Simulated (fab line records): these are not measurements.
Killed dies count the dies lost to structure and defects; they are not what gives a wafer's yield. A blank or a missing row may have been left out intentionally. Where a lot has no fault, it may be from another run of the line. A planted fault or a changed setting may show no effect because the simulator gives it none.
fab line records + flow n5Finfet + part 2 of 2: steps 27 to 32 of 32
record
- lots=5
- wafers=15
- lastDay=16
route steps=1938 shown BEOL_M13@1703 BEOL_M14@1716
lots that met no fault: taken from a fault-free run of the same line
startH: hours from the record's opening day to when the first of the lot's shown wafers began + waitH: how many hours have passed since the lot's step before this one + " repeats the value in the row above + L1.1+2: a single row standing in for several wafers + - either no value or no given start + * or withheld: withheld + < > ~ a bound
route shown NAME@n: a module of which the file shows steps, and the number in the route of the first + usual: average and standard deviation across the fault-free wafers + same: alike in all rows + chamber/n: place in a boat + sites: the reading at each site + _std_site: the values' standard deviation + _edge_site: outer sites' mean less inner sites' + radiusMm: how far each site lies from the wafer's centre + mask NAME#n: copy n + behind: the last tool/chamber to shape the wafer + hold: what put the lot on hold/how long, in hours/how the hold closed + device: whichever transistor did not switch (one of n, p or np) + end of line: the route-end tests of the same wafers + step lacking rows: just its recipe + killed: dies that structure and defects cost at the first sort, which is not the same as the wafer's yield + map: per-die view of a wafer (x killed, . not killed, _ where there is no die)
set.NAME: the run value of the setting; set.NAME@STEP: its run value at that earlier step + model.NAME: the simulator's own value behind a step, which no gauge read
a table for each step, a row for each wafer; lots at some steps of the route
services: a tool's chamber out of use, with start hour (startH, from the record's first day; less than 0 if before it), hours out, and reason
## steps
# step N5_BEOL_M14_DESCUM_15
# recipe
- chemistry=O2
- timeS=7.9
- sourcePowerW=50
- biasPowerW=20
- pressureMtorr=20
- rfFrequencyHz=2.712e+07
- tempC=40
- o2FlowSccm=225
# usual
- drypumpMotorCurrentA=5.9/0.38
- oesProductAu=0.82/0.086
- rfVppV=243.1/1.3
- showerheadPlenumPTorr=2.10/0.07
- throttleValvePct=20.22/0.22
| lot.wafer | tool       | chamber | startH | waitH | drypumpMotorCurrentA | oesProductAu | rfHoursCounterH | rfVppV | showerheadPlenumPTorr | throttleValvePct |
|-----------|------------|---------|--------|-------|----------------------|--------------|-----------------|--------|-----------------------|------------------|
| L075.4    | rieDiel-01 | 1       | 240.72 | 0.0   | 5.9                  | 0.85         | 56              | 240.3  | 2.03                  | 20.18            |
| L075.5    | "          | 1       | "      | "     | 5.9                  | 0.85         | -               | 241.8  | 2.03                  | 20.19            |
| L075.6    | "          | 0       | "      | "     | 6.2                  | 0.90         | -               | 243.9  | 2.13                  | 19.83            |
| L078.3    | rieDiel-03 | 0       | 253.96 | 0.0   | 6.3                  | 0.91         | 22              | 241.1  | 2.05                  | 19.90            |
| L078.4    | "          | 3       | "      | "     | 6.3                  | 0.96         | 7               | 243.9  | 2.07                  | 20.40            |
| L078.6    | "          | 1       | "      | "     | 5.8                  | 0.70         | -               | 243.4  | 2.16                  | 20.43            |
| L080.2    | rieDiel-02 | 3       | 265.62 | 0.6   | 5.8                  | 0.76         | 125             | 244.5  | 2.10                  | 20.44            |
| L080.4    | "          | 3       | "      | "     | 5.9                  | 0.77         | -               | 242.2  | 2.10                  | 20.43            |
| L080.6    | "          | 2       | "      | "     | 5.6                  | 0.88         | -               | 243.9  | 2.13                  | 20.65            |
| L093.1    | rieDiel-01 | 3       | 347.35 | 0.1   | 6.2                  | 0.78         | 108             | 244.6  | 2.20                  | 20.21            |
| L093.5    | "          | 2       | "      | "     | 5.6                  | 0.71         | -               | 240.9  | 2.05                  | 20.16            |
| L093.6    | "          | 1       | "      | "     | 5.9                  | 0.80         | -               | 242.6  | 2.01                  | 20.23            |
| L092.1    | rieDiel-03 | 2       | 354.10 | 0.0   | 6.4                  | 1.00         | 2               | 244.9  | 2.23                  | 20.06            |
| L092.2    | "          | 3       | "      | "     | 6.3                  | 0.87         | 46              | 242.7  | 2.05                  | 20.44            |
| L092.3    | "          | 0       | "      | "     | 6.3                  | 0.84         | 63              | 242.3  | 2.03                  | 19.98            |
# step N5_BEOL_M14_ETCH_59
# recipe
- chemistry=N2/H2
- target=BARC
- targetDepthA=890
- overetchA=267
- timeS=67.9
- ionEnergyEv=200
- pressureMtorr=30
- sourceW=840
- biasW=150
- n2FlowSccm=200
- h2FlowSccm=200
# usual
- drypumpMotorCurrentA=6.0/0.38
- h2FlowSccm=200.0/0.59
- n2FlowSccm=200.0/0.56
- oesProductAu=0.70/0.07
- rfVppV=523.9/2.3
- showerheadPlenumPTorr=2.55/0.082
- throttleValvePct=17.70/0.2
| lot.wafer | tool       | chamber | startH | waitH | drypumpMotorCurrentA | h2FlowSccm | n2FlowSccm | oesProductAu | rfHoursCounterH | rfVppV | showerheadPlenumPTorr | throttleValvePct |
|-----------|------------|---------|--------|-------|----------------------|------------|------------|--------------|-----------------|--------|-----------------------|------------------|
| L075.4    | rieDiel-01 | 1       | 240.76 | 0.0   | 5.9                  | 199.9      | 199.4      | 0.72         | 56              | 523.2  | 2.48                  | 17.76            |
| L075.5    | "          | 1       | "      | "     | 5.9                  | 199.3      | 199.2      | 0.72         | -               | 520.3  | 2.47                  | 17.74            |
| L075.6    | "          | 0       | "      | "     | 6.2                  | 200.2      | 200.5      | 0.76         | -               | 525.9  | 2.60                  | 17.32            |
| L078.3    | rieDiel-03 | 0       | 254.00 | 0.0   | 6.3                  | 200.1      | 200.4      | 0.78         | 22              | 522.3  | 2.49                  | 17.37            |
| L078.4    | "          | 3       | "      | "     | 6.3                  | 200.7      | 200.4      | 0.80         | 7               | 521.9  | 2.51                  | 17.88            |
| L078.6    | "          | 1       | "      | "     | 5.8                  | 199.6      | 199.0      | 0.60         | -               | 526.3  | 2.62                  | 17.90            |
| L080.2    | rieDiel-02 | 3       | 265.66 | 0.0   | 5.9                  | 200.2      | 200.7      | 0.66         | 125             | 524.4  | 2.55                  | 17.88            |
| L080.4    | "          | 3       | "      | "     | 5.9                  | 200.3      | 201.4      | 0.66         | -               | 523.5  | 2.55                  | 17.87            |
| L080.6    | "          | 2       | "      | "     | 5.6                  | 200.3      | 199.5      | 0.75         | -               | 525.7  | 2.58                  | 18.01            |
| L093.1    | rieDiel-01 | 3       | 347.38 | 0.0   | 6.2                  | 199.4      | 200.5      | 0.67         | 108             | 528.0  | 2.66                  | 17.66            |
| L093.5    | "          | 2       | "      | "     | 5.6                  | 201.1      | 200.3      | 0.60         | -               | 522.7  | 2.51                  | 17.74            |
| L093.6    | "          | 1       | "      | "     | 5.9                  | 200.5      | 199.7      | 0.68         | -               | 521.5  | 2.46                  | 17.81            |
| L092.1    | rieDiel-03 | 2       | 354.14 | 0.0   | 6.4                  | 199.5      | 198.9      | 0.83         | 2               | 528.0  | 2.71                  | 17.48            |
| L092.2    | "          | 3       | "      | "     | 6.3                  | 200.0      | 200.6      | 0.73         | 46              | 521.8  | 2.49                  | 17.94            |
| L092.3    | "          | 0       | "      | "     | 6.3                  | 199.8      | 199.8      | 0.72         | 63              | 523.9  | 2.47                  | 17.43            |
# step N5_BEOL_M14_VIA_ETCH_16
# recipe
- chemistry=C4F8/O2/Ar
- target=SiO2
- heInnerTorr=15
- heOuterTorr=30
- targetDepthA=12313
- timeS=withheld
- ionEnergyEv=800
- pressureMtorr=20
- sourceW=1905
- biasW=2040
- Ar_flow_sccm=400
- C4F8_flow_sccm=16
- O2_flow_sccm=12
- ends=cleared
# usual
- drypumpMotorCurrentA=5.9/0.38
- heOuterTorr=30.00/0.063
- oesProductAu=0.74/0.076
- rfVppV=2216/22
- showerheadPlenumPTorr=3.45/0.1
- throttleValvePct=30.67/0.24
| lot.wafer | tool       | chamber | startH | waitH | drypumpMotorCurrentA | heOuterTorr | oesProductAu | rfVppV | showerheadPlenumPTorr | throttleValvePct |
|-----------|------------|---------|--------|-------|----------------------|-------------|--------------|--------|-----------------------|------------------|
| L075.4    | rieDiel-01 | 1       | 240.81 | 0.0   | 5.9                  | 30.01       | 0.77         | 2194   | 3.35                  | 30.73            |
| L075.5    | "          | 1       | "      | "     | 5.9                  | 30.01       | 0.77         | 2192   | 3.35                  | 30.70            |
| L075.6    | "          | 0       | "      | "     | 6.2                  | 29.98       | 0.81         | 2198   | 3.50                  | 30.34            |
| L078.3    | rieDiel-03 | 0       | 254.05 | 0.0   | 6.3                  | 30.10       | 0.82         | 2228   | 3.36                  | 30.29            |
| L078.4    | "          | 3       | "      | "     | 6.3                  | 30.10       | 0.85         | 2203   | 3.40                  | 30.99            |
| L078.6    | "          | 1       | "      | "     | 5.8                  | 29.98       | 0.62         | 2221   | 3.52                  | 30.68            |
| L080.2    | rieDiel-02 | 3       | 265.71 | 0.0   | 5.9                  | 30.11       | 0.69         | 2235   | 3.46                  | 30.97            |
| L080.4    | "          | 3       | "      | "     | 5.9                  | 29.98       | 0.69         | 2236   | 3.46                  | 30.96            |
| L080.6    | "          | 2       | "      | "     | 5.6                  | 29.99       | 0.80         | 2203   | 3.49                  | 31.16            |
| L093.1    | rieDiel-01 | 3       | 347.43 | 0.0   | 6.2                  | 29.94       | 0.71         | 2238   | 3.59                  | 30.63            |
| L093.5    | "          | 2       | "      | "     | 5.6                  | 29.83       | 0.64         | 2178   | 3.40                  | 30.58            |
| L093.6    | "          | 1       | "      | "     | 5.9                  | 30.03       | 0.72         | 2191   | 3.33                  | 30.74            |
| L092.1    | rieDiel-03 | 2       | 354.19 | 0.0   | 6.4                  | 29.99       | 0.91         | 2276   | 3.64                  | 30.49            |
| L092.2    | "          | 3       | "      | "     | 6.3                  | 30.02       | 0.78         | 2201   | 3.38                  | 31.02            |
| L092.3    | "          | 0       | "      | "     | 6.4                  | 30.00       | 0.76         | 2226   | 3.34                  | 30.33            |
# step N5_BEOL_M14_STRIP_63
# recipe
- chemistry=O2
- powerW=600
- tempC=60
- pressureMtorr=30
- rfFrequencyHz=6e+07
- biasPowerW=0
- overashFraction=0.3
- o2FlowSccm=225
# usual
- drypumpMotorCurrentA=5.9/0.38
- oesProductAu=0.82/0.085
- rfVppV=3.6/0.81
- showerheadPlenumPTorr=2.10/0.07
- throttleValvePct=16.47/0.21
| lot.wafer | tool       | chamber | startH | waitH | drypumpMotorCurrentA | oesProductAu | rfHoursCounterH | rfVppV | showerheadPlenumPTorr | throttleValvePct |
|-----------|------------|---------|--------|-------|----------------------|--------------|-----------------|--------|-----------------------|------------------|
| L075.4    | rieDiel-01 | 1       | -      | -     | 5.9                  | 0.84         | 56              | 2.6    | 2.03                  | 16.41            |
| L075.5    | "          | 1       | "      | "     | 5.9                  | 0.86         | -               | 4.7    | 2.03                  | 16.41            |
| L075.6    | "          | 0       | "      | "     | 6.2                  | 0.89         | -               | 3.7    | 2.13                  | 16.11            |
| L078.3    | rieDiel-03 | 0       | -      | -     | 6.3                  | 0.90         | 22              | 3.3    | 2.05                  | 16.16            |
| L078.4    | "          | 3       | "      | "     | 6.3                  | 0.96         | 7               | 4.1    | 2.07                  | 16.59            |
| L078.6    | "          | 1       | "      | "     | 5.8                  | 0.69         | -               | 3.9    | 2.16                  | 16.73            |
| L080.2    | rieDiel-02 | 3       | -      | -     | 5.9                  | 0.77         | 125             | 4.1    | 2.10                  | 16.70            |
| L080.4    | "          | 3       | "      | "     | 5.9                  | 0.77         | -               | 2.6    | 2.10                  | 16.71            |
| L080.6    | "          | 2       | "      | "     | 5.6                  | 0.88         | -               | 5.4    | 2.13                  | 16.82            |
| L093.1    | rieDiel-01 | 3       | -      | -     | 6.2                  | 0.80         | 108             | 3.0    | 2.20                  | 16.47            |
| L093.5    | "          | 2       | "      | "     | 5.6                  | 0.72         | -               | 3.9    | 2.06                  | 16.50            |
| L093.6    | "          | 1       | "      | "     | 5.9                  | 0.81         | -               | 2.7    | 2.02                  | 16.49            |
| L092.1    | rieDiel-03 | 2       | -      | -     | 6.4                  | 0.99         | 2               | 3.5    | 2.24                  | 16.29            |
| L092.2    | "          | 3       | "      | "     | 6.3                  | 0.87         | 47              | 3.5    | 2.06                  | 16.69            |
| L092.3    | "          | 0       | "      | "     | 6.3                  | 0.85         | 63              | 3.6    | 2.04                  | 16.24            |
# step N5_BEOL_M14_STRIP_64
# recipe
- chemistry=O2
- powerW=600
- tempC=60
- pressureMtorr=30
- rfFrequencyHz=6e+07
- biasPowerW=0
- overashFraction=0.3
- o2FlowSccm=225
# usual
- drypumpMotorCurrentA=5.9/0.38
- oesProductAu=0.82/0.085
- rfVppV=3.7/0.47
- showerheadPlenumPTorr=2.10/0.07
- throttleValvePct=16.47/0.22
| lot.wafer | tool       | chamber | startH | waitH | drypumpMotorCurrentA | oesProductAu | rfHoursCounterH | rfVppV | showerheadPlenumPTorr | throttleValvePct |
|-----------|------------|---------|--------|-------|----------------------|--------------|-----------------|--------|-----------------------|------------------|
| L075.4    | rieDiel-01 | 1       | -      | -     | 5.9                  | 0.85         | 56              | 3.0    | 2.03                  | 16.42            |
| L075.5    | "          | 1       | "      | "     | 5.9                  | 0.85         | -               | 4.1    | 2.03                  | 16.43            |
| L075.6    | "          | 0       | "      | "     | 6.2                  | 0.90         | -               | 3.0    | 2.13                  | 16.09            |
| L078.3    | rieDiel-03 | 0       | -      | -     | 6.3                  | 0.91         | 22              | 4.1    | 2.05                  | 16.16            |
| L078.4    | "          | 3       | "      | "     | 6.3                  | 0.95         | 7               | 3.5    | 2.07                  | 16.61            |
| L078.6    | "          | 1       | "      | "     | 5.8                  | 0.69         | -               | 4.9    | 2.16                  | 16.73            |
| L080.2    | rieDiel-02 | 3       | -      | -     | 5.9                  | 0.77         | 125             | 4.2    | 2.10                  | 16.69            |
| L080.4    | "          | 3       | "      | "     | 5.9                  | 0.76         | -               | 4.1    | 2.10                  | 16.69            |
| L080.6    | "          | 2       | "      | "     | 5.6                  | 0.89         | -               | 3.1    | 2.13                  | 16.87            |
| L093.1    | rieDiel-01 | 3       | -      | -     | 6.2                  | 0.78         | 108             | 3.9    | 2.20                  | 16.45            |
| L093.5    | "          | 2       | "      | "     | 5.6                  | 0.71         | -               | 2.7    | 2.06                  | 16.49            |
| L093.6    | "          | 1       | "      | "     | 5.9                  | 0.80         | -               | 3.9    | 2.02                  | 16.51            |
| L092.1    | rieDiel-03 | 2       | -      | -     | 6.4                  | 1.00         | 2               | 4.0    | 2.24                  | 16.27            |
| L092.2    | "          | 3       | "      | "     | 6.3                  | 0.87         | 47              | 2.6    | 2.06                  | 16.66            |
| L092.3    | "          | 0       | "      | "     | 6.3                  | 0.83         | 63              | 3.9    | 2.04                  | 16.24            |
# step N5_BEOL_M14_STRIP_71
# recipe
- chemistry=postEtchResidueRemover
- timeS=60
- tempC=25
- removerPh=withheld
- removerWaterWtPct=withheld
- removerFluorideWtPct=withheld
| lot.wafer  | tool        | chamber | startH | waitH |
|------------|-------------|---------|--------|-------|
| L075.4+5+6 | wetBench-03 | 2,5,0   | 241.10 | -     |
| L078.3+4+6 | wetBench-04 | 2,0,7   | 254.34 | -     |
| L080.2+4+6 | wetBench-01 | 3,4,1   | 266.00 | -     |
| L093.1+5+6 | wetBench-04 | 4,3,5   | 347.72 | -     |
| L092.1+2+3 | wetBench-03 | 6,4,7   | 354.49 | -     |
## services
| tool          | chamber | startH | hours | kind   |
|---------------|---------|--------|-------|--------|
| rieDiel-01    | 3       | 225.93 | 4.2   | repair |
| cmp-04        | -       | 229.25 | 4.0   | pm     |
| krfScanner-02 | -       | 231.30 | 1.0   | pm     |
| cmp-03        | -       | 234.58 | 4.0   | pm     |
| krfScanner-01 | -       | 240.86 | 0.3   | repair |
| pecvd-03      | -       | 254.41 | 2.8   | pm     |
| cmp-03        | -       | 263.00 | 0.4   | repair |
| cmp-04        | -       | 265.45 | 1.7   | repair |
| krfScanner-02 | -       | 271.37 | 0.8   | pm     |
| ecdCu-02      | -       | 277.46 | 1.5   | repair |
| pecvd-01      | -       | 296.54 | 5.5   | pm     |
| rieDiel-03    | -       | 297.60 | 0.3   | repair |
| krfScanner-01 | -       | 304.80 | 1.3   | pm     |
| rieDiel-03    | 2       | 307.14 | 2.8   | repair |
| krfScanner-01 | -       | 311.29 | 2.5   | repair |
| rtpAnneal-02  | -       | 316.06 | 5.5   | repair |
| krfScanner-01 | -       | 317.75 | 4.0   | pm     |
| cmp-03        | -       | 323.45 | 5.2   | pm     |
| rieDiel-01    | -       | 326.39 | 2.8   | pm     |
| krfScanner-01 | -       | 331.34 | 1.0   | pm     |
| pecvd-01      | 0       | 346.79 | 4.9   | repair |
| pvdSputter-02 | -       | 347.06 | 1.0   | repair |
| rieDiel-02    | 1       | 347.22 | 1.7   | repair |
| krfScanner-02 | -       | 351.77 | 1.3   | pm     |
